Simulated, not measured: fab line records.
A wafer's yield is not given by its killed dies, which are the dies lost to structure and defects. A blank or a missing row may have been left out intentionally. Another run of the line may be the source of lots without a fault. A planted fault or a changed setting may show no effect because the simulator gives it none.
fab line records + flow nandHarc
[record]
- lots = 6
- wafers = 18
- lastDay = 34
route steps=1302 shown A_SOURCE_PLATE@414 A_ONON_D1@424 END@1302
lots untouched by any fault: they come from a run of this same line in which no faults occurred
startH: hours from the record's opening day to when the first of the lot's shown wafers began + waitH: how many hours have passed since the lot's step before this one + " identical to the entry in the row above + L1.1+2: several wafers, shown together as one row + - no value, or no start was given + * or withheld: withheld + < > ~ a bound
route shown NAME@n: NAME is a module with steps in the file, n the number in the route of the first one + usual: mean/standard deviation of fault-free wafers + same: alike in all rows + chamber/n: place in a boat + sites: readings site by site + _std_site: their standard deviation + _edge_site: mean of outer sites minus mean of inner sites + radiusMm: how far each site lies from the wafer's centre + mask NAME#n: copy n + behind: the tool/chamber that last shaped the wafer + hold: why the lot was held/for how many hours/how that ended + device: the transistor (n, p or np) that didn't switch + end of line: the route-end tests of the same wafers + for a step that has no rows: nothing shown but its recipe + killed: the dies lost at the first sort to structure and to defects; this is not the yield of the wafer + map: the dies of a wafer, with x for killed, . for not killed, _ for no die there
set.NAME: the run value of the setting; set.NAME@STEP: its run value at that earlier step + model.NAME: the simulator's own value behind a step, which no gauge read
lots seen at some steps along the route; tables by step, rows by wafer
services: a tool's chamber out of use, with start hour (startH, from the record's first day; less than 0 if before it), hours out, and reason
[[steps]]
[step NHARC_A_SOURCE_PLATE_SRD_01]
[step NHARC_A_SOURCE_PLATE_OXIDE_02]
[recipe]
- targetThkA = 100
- tempC = 900
- oxTimeS = 1362
- material = SiO2
[step NHARC_A_SOURCE_PLATE_THK_MEAS_09]
[recipe]
- thkMeasGauge = ellipsometry
[usual]
- thkNm = 9.8/1.2
| lot.wafer | tool         | chamber | startH | waitH | thkNm |
|-----------|--------------|---------|--------|-------|-------|
| L426.1    | filmMetro-02 | -       | 159.63 | 0.4   | 10.5  |
| L426.2    | "            | -       | "      | "     | 10.5  |
| L426.3    | "            | -       | "      | "     | 10.2  |
| L433.2    | filmMetro-01 | -       | 230.75 | 0.4   | 13.1  |
| L433.4    | "            | -       | "      | "     | 8.9   |
| L433.6    | "            | -       | "      | "     | 9.4   |
| L435.1    | filmMetro-02 | -       | 253.95 | 0.4   | 10.6  |
| L435.5    | "            | -       | "      | "     | 10.5  |
| L435.6    | "            | -       | "      | "     | 9.9   |
| L438.2    | filmMetro-01 | -       | 292.17 | 0.4   | 9.9   |
| L438.3    | "            | -       | "      | "     | 9.3   |
| L438.4    | "            | -       | "      | "     | 9.3   |
| L446.1    | filmMetro-02 | -       | 364.46 | 0.4   | 9.3   |
| L446.3    | "            | -       | "      | "     | 9.4   |
| L446.5    | "            | -       | "      | "     | 7.9   |
| L448.1    | filmMetro-01 | -       | 373.18 | 0.4   | 9.5   |
| L448.2    | "            | -       | "      | "     | 9.1   |
| L448.3    | "            | -       | "      | "     | 11.2  |
[step NHARC_A_SOURCE_PLATE_PVD_04]
[recipe]
- targetThkA = 500
- material = WSi2
[step NHARC_A_SOURCE_PLATE_CVD_03]
[recipe]
- targetThkA = 2000
- tempC = 620
- pressureMtorr = 200
- timeS = 4000
- material = poly-Si
[step NHARC_A_SOURCE_PLATE_ANNEAL_05]
[recipe]
- tempC = 850
- timeS = 1800
[step NHARC_A_SOURCE_PLATE_THK_MEAS_06]
[recipe]
- thkMeasGauge = ellipsometry
[usual]
- thkNm = 200.2/2
| lot.wafer | tool         | chamber | startH | waitH | thkNm |
|-----------|--------------|---------|--------|-------|-------|
| L426.1    | filmMetro-01 | -       | 172.09 | 0.4   | 198.9 |
| L426.2    | "            | -       | "      | "     | 199.6 |
| L426.3    | "            | -       | "      | "     | 200.6 |
| L433.2    | filmMetro-02 | -       | 244.57 | 0.4   | 202.9 |
| L433.4    | "            | -       | "      | "     | 201.6 |
| L433.6    | "            | -       | "      | "     | 201.4 |
| L435.1    | filmMetro-02 | -       | 267.13 | 0.4   | 203.5 |
| L435.5    | "            | -       | "      | "     | 200.6 |
| L435.6    | "            | -       | "      | "     | 203.2 |
| L438.2    | filmMetro-01 | -       | 304.71 | 0.4   | 197.0 |
| L438.3    | "            | -       | "      | "     | 196.8 |
| L438.4    | "            | -       | "      | "     | 196.7 |
| L446.1    | filmMetro-01 | -       | 377.02 | 0.4   | 198.5 |
| L446.3    | "            | -       | "      | "     | 196.0 |
| L446.5    | "            | -       | "      | "     | 197.1 |
| L448.1    | filmMetro-02 | -       | 388.27 | 0.4   | 200.1 |
| L448.2    | "            | -       | "      | "     | 202.1 |
| L448.3    | "            | -       | "      | "     | 199.8 |
[step NHARC_A_SOURCE_PLATE_INSPECT_08]
[usual]
- rawDefectCount = 60/27
| lot.wafer | tool             | chamber | startH | waitH | rawDefectCount |
|-----------|------------------|---------|--------|-------|----------------|
| L426.1    | defectInspect-01 | -       | 172.16 | 0.0   | 53             |
| L426.2    | "                | -       | "      | "     | 73             |
| L426.3    | "                | -       | "      | "     | 41             |
| L433.2    | defectInspect-02 | -       | 244.68 | 0.0   | 91             |
| L433.4    | "                | -       | "      | "     | 49             |
| L433.6    | "                | -       | "      | "     | 32             |
| L435.1    | defectInspect-02 | -       | 267.20 | 0.0   | 38             |
| L435.5    | "                | -       | "      | "     | 69             |
| L435.6    | "                | -       | "      | "     | 98             |
| L438.2    | defectInspect-01 | -       | 304.80 | 0.0   | 38             |
| L438.3    | "                | -       | "      | "     | 54             |
| L438.4    | "                | -       | "      | "     | 49             |
| L446.1    | defectInspect-01 | -       | 377.08 | 0.0   | 33             |
| L446.3    | "                | -       | "      | "     | 75             |
| L446.5    | "                | -       | "      | "     | 90             |
| L448.1    | defectInspect-02 | -       | 388.35 | 0.0   | 31             |
| L448.2    | "                | -       | "      | "     | 63             |
| L448.3    | "                | -       | "      | "     | 62             |
[step NHARC_A_ONON_D1_DEP_00]
[recipe]
- targetThkA = 10000
- n2FlowSccm = 2750
- n2oFlowSccm = 2000
- nh3FlowSccm = 500
- sih4FlowSccm = 210
- tempC = 400
[step NHARC_A_ONON_D1_THK_MEAS_02]
[recipe]
- thkMeasGauge = ellipsometry
[usual]
- thkNm = 1000/7.9
| lot.wafer | tool         | chamber | startH | waitH | thkNm |
|-----------|--------------|---------|--------|-------|-------|
| L426.1    | filmMetro-01 | -       | 172.73 | -     | 1009  |
| L426.2    | "            | -       | "      | "     | 1007  |
| L426.3    | "            | -       | "      | "     | 1007  |
| L433.2    | filmMetro-02 | -       | 245.25 | -     | 1017  |
| L433.4    | "            | -       | "      | "     | 1016  |
| L433.6    | "            | -       | "      | "     | 1016  |
| L435.1    | filmMetro-02 | -       | 267.77 | -     | 987   |
| L435.5    | "            | -       | "      | "     | 987   |
| L435.6    | "            | -       | "      | "     | 988   |
| L438.2    | filmMetro-02 | -       | 305.38 | -     | 1007  |
| L438.3    | "            | -       | "      | "     | 1007  |
| L438.4    | "            | -       | "      | "     | 1007  |
| L446.1    | filmMetro-01 | -       | 377.66 | -     | 995   |
| L446.3    | "            | -       | "      | "     | 998   |
| L446.5    | "            | -       | "      | "     | 997   |
| L448.1    | filmMetro-01 | -       | 388.93 | -     | 1004  |
| L448.2    | "            | -       | "      | "     | 1003  |
| L448.3    | "            | -       | "      | "     | 1005  |
[step NHARC_A_ONON_D1_DEP_03]
[recipe]
- targetThkA = 10000
- n2FlowSccm = 2750
- n2oFlowSccm = 2000
- nh3FlowSccm = 500
- sih4FlowSccm = 210
- tempC = 400
| lot.wafer  | tool         | chamber | startH | waitH |
|------------|--------------|---------|--------|-------|
| L426.1+2+3 | pecvdOnon-02 | 0       | 172.79 | 0.1   |
| L433.2+4+6 | pecvdOnon-02 | 0       | 245.37 | 0.1   |
| L435.1+5+6 | pecvdOnon-02 | 0       | 267.83 | 0.1   |
| L438.2+3+4 | pecvdOnon-01 | 0       | 305.49 | 0.1   |
| L446.1+3+5 | pecvdOnon-03 | 0       | 377.72 | 0.1   |
| L448.1+2+3 | pecvdOnon-01 | 0       | 388.99 | 0.1   |
[step NHARC_A_ONON_D1_THK_MEAS_05]
[recipe]
- thkMeasGauge = ellipsometry
[usual]
- thkNm = 998/9.4
| lot.wafer | tool         | chamber | startH | waitH | hold                    | thkNm |
|-----------|--------------|---------|--------|-------|-------------------------|-------|
| L426.1    | filmMetro-01 | -       | 173.30 | -     | -                       | 1001  |
| L426.2    | "            | -       | "      | "     | -                       | 998   |
| L426.3    | "            | -       | "      | "     | -                       | 999   |
| L433.2    | filmMetro-02 | -       | 245.82 | -     | awaitDispo/0.2h/release | 622   |
| L433.4    | "            | -       | "      | "     | awaitDispo/0.2h/release | 624   |
| L433.6    | "            | -       | "      | "     | awaitDispo/0.2h/release | 622   |
| L433.2    | filmMetro-02 | -       | 245.99 | 0.2   | -                       | 624   |
| L433.4    | "            | -       | "      | "     | -                       | 622   |
| L433.6    | "            | -       | "      | "     | -                       | 623   |
| L435.1    | filmMetro-02 | -       | 268.34 | -     | awaitDispo/0.2h/release | 647   |
| L435.5    | "            | -       | "      | "     | awaitDispo/0.2h/release | 647   |
| L435.6    | "            | -       | "      | "     | awaitDispo/0.2h/release | 648   |
| L435.1    | filmMetro-02 | -       | 268.51 | 0.2   | -                       | 649   |
| L435.5    | "            | -       | "      | "     | -                       | 648   |
| L435.6    | "            | -       | "      | "     | -                       | 650   |
| L438.2    | filmMetro-02 | -       | 305.94 | -     | -                       | 1000  |
| L438.3    | "            | -       | "      | "     | -                       | 1000  |
| L438.4    | "            | -       | "      | "     | -                       | 1001  |
| L446.1    | filmMetro-01 | -       | 378.23 | -     | -                       | 998   |
| L446.3    | "            | -       | "      | "     | -                       | 1000  |
| L446.5    | "            | -       | "      | "     | -                       | 1000  |
| L448.1    | filmMetro-02 | -       | 389.50 | -     | -                       | 991   |
| L448.2    | "            | -       | "      | "     | -                       | 991   |
| L448.3    | "            | -       | "      | "     | -                       | 991   |
[step NHARC_END_SORT_01]
[recipe]
- tempC = 25
[usual]
- killedAtArray = 56/19
- killedAtOther = 0.8/1.1
- killedAtPeriphery = 3.4/2.5
- killedDies = 60/19
- killedOpen = 2.9/1.7
- killedShort = 2.4/1.6
[same]
- grossDies = 677
| lot.wafer | tool      | chamber | startH | waitH | killedAtArray | killedAtOther | killedAtPeriphery | killedDies | killedOpen | killedShort |
|-----------|-----------|---------|--------|-------|---------------|---------------|-------------------|------------|------------|-------------|
| L433.2    | prober-02 | 0       | 649.94 | 2.8   | 676           | 0             | 1                 | 677        | 3          | 3           |
| L433.4    | prober-02 | 0       | 651.56 | 3.4   | 675           | 0             | 2                 | 677        | 6          | 3           |
| L433.6    | prober-02 | 0       | 653.18 | 4.1   | 670           | 0             | 7                 | 677        | 2          | 4           |
| L435.1    | prober-01 | 0       | 659.13 | 2.6   | 669           | 0             | 8                 | 677        | 4          | 1           |
| L435.5    | prober-01 | 0       | 662.33 | 3.7   | 674           | 1             | 2                 | 677        | 3          | 5           |
| L435.6    | prober-01 | 0       | 663.13 | 4.0   | 674           | 0             | 3                 | 677        | 2          | 0           |
// killed by level:class
L433.2 A_ONON_D1:areaDep=585 A_CHANNEL_HOLE_D1:chamberFilmFlake=29 A_SLIT:chamberFilmFlake=29 A_CHANNEL_HOLE_D2:chamberFilmFlake=19 A_CONTACT:chamberFilmFlake=3 A_DECK1_JOINT:geometricParticle:open=2 A_CHANNEL_FILL_D1:chamberFilmFlake=2 A_DECK1_JOINT:chamberFilmFlake=2
L433.4 A_ONON_D1:areaDep=580 A_SLIT:chamberFilmFlake=34 A_CHANNEL_HOLE_D1:chamberFilmFlake=22 A_CHANNEL_HOLE_D2:chamberFilmFlake=21 A_CONTACT:chamberFilmFlake=7 A_CHANNEL_FILL_D2:geometricParticle:open=3 A_M1:geometricParticle:open=2 A_CHANNEL_FILL_D2:chamberFilmFlake=2
L433.6 A_ONON_D1:areaDep=586 A_SLIT:chamberFilmFlake=33 A_CHANNEL_HOLE_D1:chamberFilmFlake=22 A_CHANNEL_HOLE_D2:chamberFilmFlake=17 A_CONTACT:chamberFilmFlake=3 P_CONTACT:chamberFilmFlake=2 A_WL_FILL:chamberFilmFlake=2 P_CONTACT:geometricParticle:short=1
L435.1 A_ONON_D1:areaDep=614 A_SLIT:chamberFilmFlake=24 A_CHANNEL_HOLE_D2:chamberFilmFlake=12 A_CHANNEL_HOLE_D1:chamberFilmFlake=5 P_STI:chamberFilmFlake=4 A_CONTACT:chamberFilmFlake=4 A_STAIRCASE:chamberFilmFlake=3 P_ZERO_WELL:chamberFilmFlake=2
L435.5 A_ONON_D1:areaDep=619 A_SLIT:chamberFilmFlake=32 A_CHANNEL_HOLE_D2:chamberFilmFlake=9 A_CHANNEL_HOLE_D1:chamberFilmFlake=2 A_STAIRCASE:chamberFilmFlake=2 A_SOURCE_PLATE:geometricParticle:open=1 A_ONON_D1:geometricParticle:open=1 A_CHANNEL_HOLE_D1:geometricParticle:open=1
L435.6 A_ONON_D1:areaDep=619 A_SLIT:chamberFilmFlake=31 A_CHANNEL_HOLE_D1:chamberFilmFlake=8 A_CHANNEL_HOLE_D2:chamberFilmFlake=7 A_STAIRCASE:chamberFilmFlake=5 A_CONTACT:chamberFilmFlake=3 P_GATE:geometricParticle:open=1 A_CHANNEL_HOLE_D2:geometricParticle:open=1
// map L433.2 (x killed, . not)
____________x____________
_________xxxxxxx_________
_______xxxxxxxxxxx_______
______xxxxxxxxxxxxx______
_____xxxxxxxxxxxxxxx_____
____xxxxxxxxxxxxxxxxx____
____xxxxxxxxxxxxxxxxx____
___xxxxxxxxxxxxxxxxxxx___
___xxxxxxxxxxxxxxxxxxx___
__xxxxxxxxxxxxxxxxxxxxx__
__xxxxxxxxxxxxxxxxxxxxx__
_xxxxxxxxxxxxxxxxxxxxxxx_
_xxxxxxxxxxxxxxxxxxxxxxx_
_xxxxxxxxxxxxxxxxxxxxxxx_
_xxxxxxxxxxxxxxxxxxxxxxx_
_xxxxxxxxxxxxxxxxxxxxxxx_
xxxxxxxxxxxxxxxxxxxxxxxxx
xxxxxxxxxxxxxxxxxxxxxxxxx
xxxxxxxxxxxxxxxxxxxxxxxxx
xxxxxxxxxxxxxxxxxxxxxxxxx
xxxxxxxxxxxxxxxxxxxxxxxxx
_xxxxxxxxxxxxxxxxxxxxxxx_
_xxxxxxxxxxxxxxxxxxxxxxx_
_xxxxxxxxxxxxxxxxxxxxxxx_
_xxxxxxxxxxxxxxxxxxxxxxx_
_xxxxxxxxxxxxxxxxxxxxxxx_
__xxxxxxxxxxxxxxxxxxxxx__
__xxxxxxxxxxxxxxxxxxxxx__
___xxxxxxxxxxxxxxxxxxx___
___xxxxxxxxxxxxxxxxxxx___
____xxxxxxxxxxxxxxxxx____
____xxxxxxxxxxxxxxxxx____
_____xxxxxxxxxxxxxxx_____
______xxxxxxxxxxxxx______
_______xxxxxxxxxxx_______
_________xxxxxxx_________
____________x____________
// map L435.1 (x killed, . not)
____________x____________
_________xxxxxxx_________
_______xxxxxxxxxxx_______
______xxxxxxxxxxxxx______
_____xxxxxxxxxxxxxxx_____
____xxxxxxxxxxxxxxxxx____
____xxxxxxxxxxxxxxxxx____
___xxxxxxxxxxxxxxxxxxx___
___xxxxxxxxxxxxxxxxxxx___
__xxxxxxxxxxxxxxxxxxxxx__
__xxxxxxxxxxxxxxxxxxxxx__
_xxxxxxxxxxxxxxxxxxxxxxx_
_xxxxxxxxxxxxxxxxxxxxxxx_
_xxxxxxxxxxxxxxxxxxxxxxx_
_xxxxxxxxxxxxxxxxxxxxxxx_
_xxxxxxxxxxxxxxxxxxxxxxx_
xxxxxxxxxxxxxxxxxxxxxxxxx
xxxxxxxxxxxxxxxxxxxxxxxxx
xxxxxxxxxxxxxxxxxxxxxxxxx
xxxxxxxxxxxxxxxxxxxxxxxxx
xxxxxxxxxxxxxxxxxxxxxxxxx
_xxxxxxxxxxxxxxxxxxxxxxx_
_xxxxxxxxxxxxxxxxxxxxxxx_
_xxxxxxxxxxxxxxxxxxxxxxx_
_xxxxxxxxxxxxxxxxxxxxxxx_
_xxxxxxxxxxxxxxxxxxxxxxx_
__xxxxxxxxxxxxxxxxxxxxx__
__xxxxxxxxxxxxxxxxxxxxx__
___xxxxxxxxxxxxxxxxxxx___
___xxxxxxxxxxxxxxxxxxx___
____xxxxxxxxxxxxxxxxx____
____xxxxxxxxxxxxxxxxx____
_____xxxxxxxxxxxxxxx_____
______xxxxxxxxxxxxx______
_______xxxxxxxxxxx_______
_________xxxxxxx_________
____________x____________
[[services]]
| tool         | chamber | startH | hours | kind   |
|--------------|---------|--------|-------|--------|
| pecvdOnon-02 | -       | 185.00 | 13.0  | pm     |
| pecvdOnon-03 | -       | 227.05 | 13.0  | pm     |
| pecvdOnon-01 | -       | 269.31 | 13.0  | pm     |
| pecvdOnon-02 | -       | 309.50 | 1.2   | repair |
| pecvdOnon-02 | -       | 366.00 | 13.0  | pm     |
[[key]]
[firstSign]
- step = NHARC_A_ONON_D1_THK_MEAS_05
- reading = visit
- direction = added
[effect]
- step = NHARC_A_ONON_D1_THK_MEAS_05
- reading = thkNm
- direction = down
- sigmas = 39
- usual = 998
- struck = 635
[effect]
- step = NHARC_END_SORT_01
- reading = killedAtArray
- direction = up
- sigmas = 33
- usual = 56
- struck = 673
[moreKillsBornAt]
- NHARC_A_ONON_D1_DEP_03@pecvdOnon-02 = 3603
metAt NHARC_A_ONON_D1_DEP_03
struckWafers L433.2,L433.4,L433.6,L435.1,L435.5,L435.6
laterRowsLeftOut L433.2,L433.4,L433.6,L435.1,L435.5,L435.6
testerLeftOut L433,L435
onsetBetween 172.79 245.37
[fault]
- kind = processParameterDrift
- tool = pecvdOnon-02
- chamber = 0
- onsetH = 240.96
- steps = NHARC_A_ONON_D1_DEP_03
- channel = targetThkA
- offset = *
- shape = step
- endH = 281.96
- actsIn = *
- stated = *
// testerLeftOut: of these lots the tester's yield and bins aren't shown, on N5 and GAA mostly nor the transistor test; their killed dies are dies lost to structure and defects alone, not to doping, threshold or leakage, so they don't give the yield
// laterRowsLeftOut: the simulator's readings of these wafers behind a module that went badly wrong aren't trusted and aren't shown, but for the sort
